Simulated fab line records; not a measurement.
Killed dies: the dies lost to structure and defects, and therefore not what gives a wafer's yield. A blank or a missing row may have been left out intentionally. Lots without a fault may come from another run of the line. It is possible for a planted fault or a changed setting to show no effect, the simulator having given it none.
Matching of chambers    flow n5-finfet    N5_BEOL_M3_ILD_DEP_00 on pecvd-01 has 3 sister chambers
The step deposits SiOC from DEMS/O2, target thk 79 nm, time 15.3 s. 16 wafers are shown with their chamber, then 8 later ones without.

== WAFERS WITH THEIR CHAMBER ==
wafer   chamber  showerhead-vpp-V (V)  throttle-valve-pct (%)  heater-power-w (W)
L079.1  0        1425                  12.0                    475
L079.4  0        1430                  11.6                    490
L079.6  2        1402                  11.4                    485
L080.2  1        1307                  10.7                    560
L080.4  1        1259                  10.8                    554
L080.5  2        1392                  11.6                    458
L083.2  0        1386                  11.8                    530
L083.3  1        1287                  10.8                    523
L083.6  1        1272                  11.0                    512
L085.1  0        1434                  12.1                    533
L085.4  2        1388                  11.7                    456
L085.6  0        1438                  11.7                    506
L087.1  2        1371                  11.9                    463
L087.2  1        1268                  11.0                    574
L087.5  0        1426                  11.9                    521
L086.2  2        1401                  11.9                    441

SIGNATURES, as means of the wafers listed above
reading             chamber 0  chamber 1  chamber 2  scatter within a chamber
showerhead-vpp-V    1423.17    1278.60    1390.80    17.2
throttle-valve-pct  11.850     10.860     11.700     0.181
heater-power-w      509.17     544.60     460.60     22.2
Rule: a wafer lies at a distance from a chamber equal to the root of the sum of squares, over the readings, of (its reading less the chamber's mean, divided by the reading's scatter). If the next closest chamber is less than 2 further off than the closest, the wafer can't be placed; otherwise it belongs to the closest. The scatter is the square root of a quotient: the sum, over the shown wafers, of each reading's squared deviation from its chamber's mean, divided by wafers minus chambers.

== WAFERS WITH NO CHAMBER GIVEN ==
wafer   showerhead-vpp-V (V)  throttle-valve-pct (%)  heater-power-w (W)
L086.4  1402                  11.7                    448
L086.5  1281                  10.9                    585
L088.2  1393                  11.5                    419
L088.3  1381                  11.7                    416
L088.6  1407                  11.7                    443
L094.1  1428                  12.1                    528
L094.3  1422                  11.6                    410
L094.4  1443                  11.9                    533

== THE CHAMBER EACH PASSED THROUGH ==
wafer   from the rows above      in truth
L086.4  2                        2
L086.5  1                        1
L088.2  2                        2
L088.3  2                        2
L088.6  can't be placed: 2 or 0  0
L094.1  0                        0
L094.3  can't be placed: 2 or 0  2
L094.4  0                        0
Correctly placed: 6 of 8. These rows do not allow placing 2 (true chamber among the candidates in 2). Placed wrongly: 0.
